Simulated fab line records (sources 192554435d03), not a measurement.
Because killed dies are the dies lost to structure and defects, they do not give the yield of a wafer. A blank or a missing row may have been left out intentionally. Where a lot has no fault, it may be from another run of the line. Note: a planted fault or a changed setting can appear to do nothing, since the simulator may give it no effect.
The tool behind it: which one?    flow n5Finfet    10 lots, 30 wafers sampled, at 5 steps of a route of 1938

== WHAT THE GAUGES SHOWED, per wafer ==
N5_MOL_CONTACT_COAG_CD_MEAS_08: target cd 28 nm.
lot   measured      on        cdNm (nm)
L614  day 4 19:53   cdSem-03  28.05 27.45 27.89
L615  day 5 02:26   cdSem-01  27.88 28.26 28.19
L616  day 5 02:59   cdSem-03  27.60 28.23 27.94
L620  day 6 04:10   cdSem-01  27.66 27.91 27.53
L622  day 6 14:35   cdSem-01  25.15 25.14 25.37
L621  day 6 15:23   cdSem-02  25.71 26.16 25.59
L623  day 6 20:13   cdSem-03  26.36 26.61 26.02
L630  day 8 19:37   cdSem-03  27.92 28.17 28.08
L635  day 10 00:52  cdSem-01  27.70 27.59 27.96
L637  day 10 20:51  cdSem-02  28.07 28.13 27.82

== WHAT TOOL EACH LOT RAN ON (gives the tool, then ch and the chambers of the sampled wafers, and finally the start) ==
lot   N5_GATE_CUT_CUT_ETCH_54           N5_GATE_CUT_VAPOR_ETCH_48         N5_GATE_CUT_VAPOR_ETCH_49         N5_MOL_CONTACT_COAG_EXPOSE_05
L614  rieMetal-03 ch 1, day 4 16:40     rieMetal-03 ch 1, day 4 16:47     rieMetal-03 ch 1, day 4 16:49     euvScanner-02 ch 0, day 4 19:46
L615  rieMetal-01 ch 0,1, day 4 22:41   rieMetal-01 ch 0,1, day 4 22:48   rieMetal-01 ch 0,1, day 4 22:50   euvScanner-02 ch 0, day 5 02:19
L616  rieMetal-02 ch 0,1, day 4 23:40   rieMetal-02 ch 0,1, day 4 23:47   rieMetal-02 ch 0,1, day 4 23:49   euvScanner-01 ch 0, day 5 02:52
L620  rieMetal-01 ch 0,1, day 6 00:46   rieMetal-01 ch 0,1, day 6 00:53   rieMetal-01 ch 0,1, day 6 00:55   euvScanner-02 ch 0, day 6 04:02
L622  rieMetal-02 ch 0,1, day 6 11:22   rieMetal-02 ch 0,1, day 6 11:29   rieMetal-02 ch 0,1, day 6 11:31   euvScanner-02 ch 0, day 6 14:27
L621  rieMetal-03 ch 0,1, day 6 12:09   rieMetal-03 ch 0,1, day 6 12:16   rieMetal-03 ch 0,1, day 6 12:18   euvScanner-02 ch 0, day 6 15:15
L623  rieMetal-03 ch 0,1, day 6 17:00   rieMetal-03 ch 0,1, day 6 17:07   rieMetal-03 ch 0,1, day 6 17:09   euvScanner-02 ch 0, day 6 20:05
L630  rieMetal-01 ch 0,1, day 8 16:17   rieMetal-01 ch 0,1, day 8 16:25   rieMetal-01 ch 0,1, day 8 16:26   euvScanner-01 ch 0, day 8 19:29
L635  rieMetal-03 ch 0,1, day 9 21:31   rieMetal-03 ch 0,1, day 9 21:38   rieMetal-03 ch 0,1, day 9 21:40   euvScanner-01 ch 0, day 10 00:44
L637  rieMetal-02 ch 0,1, day 10 17:30  rieMetal-02 ch 0,1, day 10 17:37  rieMetal-02 ch 0,1, day 10 17:39  euvScanner-01 ch 0, day 10 20:43
- N5_GATE_CUT_CUT_ETCH_54: etches TiN in Cl2/BCl3, target depth 96.7 nm.
- N5_GATE_CUT_VAPOR_ETCH_48: etches TiN in BCl3/Cl2.
- N5_GATE_CUT_VAPOR_ETCH_49: etches TiAlC in BCl3/Cl2.
- N5_MOL_CONTACT_COAG_EXPOSE_05: exposes mask CA, defocus 0 nm.

== THE ANSWER, worked out from the rows above alone ==
Rule: the lots themselves supply what counts as usual. The widest of any qualifying gaps counts: lots, ordered by their means at a reading, are off when they make up no more than a third of the lots, leave a main group of 4 or more, and stand apart from it by 3 or more times the standard deviation of that group's means. The tables above print the reading to a certain number of digits; a main group whose means all agree to those digits is not used. A lot without any number at a reading at which 4 lots or more have one is off too. Any other lot the step has rows for is counted as sound.
Off: L622, L621, L623 (N5_MOL_CONTACT_COAG_CD_MEAS_08, cdNm). Main group: mean 27.91 nm, sd 0.15.
If a tool, at a process step before that reading, ran all the lots that are off and no sound lot after the first of them, it fits. The gauges at N5_MOL_CONTACT_COAG_CD_MEAS_08 are tried like those tools. One fits: euvScanner-02 at N5_MOL_CONTACT_COAG_EXPOSE_05. Its last sound lot is L620 (day 6 04:02), its first lot that is off L622 (day 6 14:27): a fault that began between those two fits.

== WHAT WAS PUT IN BY THE SIMULATOR ==
Process parameter drift: euvScanner-02, from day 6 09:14 on, at N5_MOL_CONTACT_COAG_EXPOSE_05. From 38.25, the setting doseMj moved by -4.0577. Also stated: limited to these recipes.
Shown lots that were struck: L622, L621, L623. The rule above reached the same finding.
